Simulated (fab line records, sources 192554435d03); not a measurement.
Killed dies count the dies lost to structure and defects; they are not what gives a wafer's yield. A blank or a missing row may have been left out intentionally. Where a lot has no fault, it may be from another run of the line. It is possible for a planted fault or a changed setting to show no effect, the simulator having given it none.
Matching of chambers :: flow n5Finfet :: N5_SD_EPI_N_DESCUM_14 on rieDiel-02: 4 sister chambers
The step chemistry O2, time 7.9 s. 8 wafers are shown with their chamber, then 10 later ones without.

== WAFERS PAIRED WITH THEIR CHAMBERS ==
wafer: L077.5
chamber: 3
drypumpMotorCurrentA (A): 5.2
showerheadPlenumPTorr (Torr): 2.13

wafer: L079.1
chamber: 1
drypumpMotorCurrentA (A): 4.9
showerheadPlenumPTorr (Torr): 2.23

wafer: L079.2
chamber: 0
drypumpMotorCurrentA (A): 4.9
showerheadPlenumPTorr (Torr): 2.10

wafer: L082.1
chamber: 2
drypumpMotorCurrentA (A): 6.4
showerheadPlenumPTorr (Torr): 2.20

wafer: L082.4
chamber: 3
drypumpMotorCurrentA (A): 5.2
showerheadPlenumPTorr (Torr): 2.12

wafer: L082.6
chamber: 0
drypumpMotorCurrentA (A): 4.9
showerheadPlenumPTorr (Torr): 2.10

wafer: L084.1
chamber: 1
drypumpMotorCurrentA (A): 5.0
showerheadPlenumPTorr (Torr): 2.23

wafer: L084.4
chamber: 2
drypumpMotorCurrentA (A): 6.4
showerheadPlenumPTorr (Torr): 2.20

== WAFERS WITHOUT THEIR CHAMBER ==
wafer: L084.6
drypumpMotorCurrentA (A): 4.9
showerheadPlenumPTorr (Torr): 2.10

wafer: L089.2
drypumpMotorCurrentA (A): 4.9
showerheadPlenumPTorr (Torr): 2.09

wafer: L089.4
drypumpMotorCurrentA (A): 5.2
showerheadPlenumPTorr (Torr): 2.12

wafer: L089.5
drypumpMotorCurrentA (A): 5.0
showerheadPlenumPTorr (Torr): 2.23

wafer: L095.1
drypumpMotorCurrentA (A): 5.2
showerheadPlenumPTorr (Torr): 2.11

wafer: L095.4
drypumpMotorCurrentA (A): 5.0
showerheadPlenumPTorr (Torr): 2.22

wafer: L095.6
drypumpMotorCurrentA (A): 5.2
showerheadPlenumPTorr (Torr): 2.11

wafer: L096.1
drypumpMotorCurrentA (A): 4.9
showerheadPlenumPTorr (Torr): 2.09

wafer: L096.4
drypumpMotorCurrentA (A): 5.0
showerheadPlenumPTorr (Torr): 2.22

wafer: L096.6
drypumpMotorCurrentA (A): 4.9
showerheadPlenumPTorr (Torr): 2.09

== WHICH CHAMBER EACH WENT THROUGH ==
wafer: L084.6
from the rows above: 0
in truth: 0

wafer: L089.2
from the rows above: 0
in truth: 0

wafer: L089.4
from the rows above: 3
in truth: 3

wafer: L089.5
from the rows above: 1
in truth: 1

wafer: L095.1
from the rows above: 3
in truth: 3

wafer: L095.4
from the rows above: 1
in truth: 1

wafer: L095.6
from the rows above: 3
in truth: 3

wafer: L096.1
from the rows above: 0
in truth: 0

wafer: L096.4
from the rows above: 1
in truth: 1

wafer: L096.6
from the rows above: 0
in truth: 0
Correct placement for 10 of the 10. From these rows, 0 cannot be placed. Placed wrongly: 0.
How it was worked out, from the rows above alone: a wafer's distance from a chamber is the root of the sum, over the readings, of the square of ((its reading less the chamber's mean) divided by the reading's scatter). If the next closest chamber is less than 2 further off than the closest, the wafer can't be placed; otherwise it belongs to the closest. Each chamber's mean is taken over the wafers shown for it. How the scatter is found: for the shown wafers, subtract from each reading the mean of its chamber, square and add these, divide the total by (wafers less chambers), then take the root.
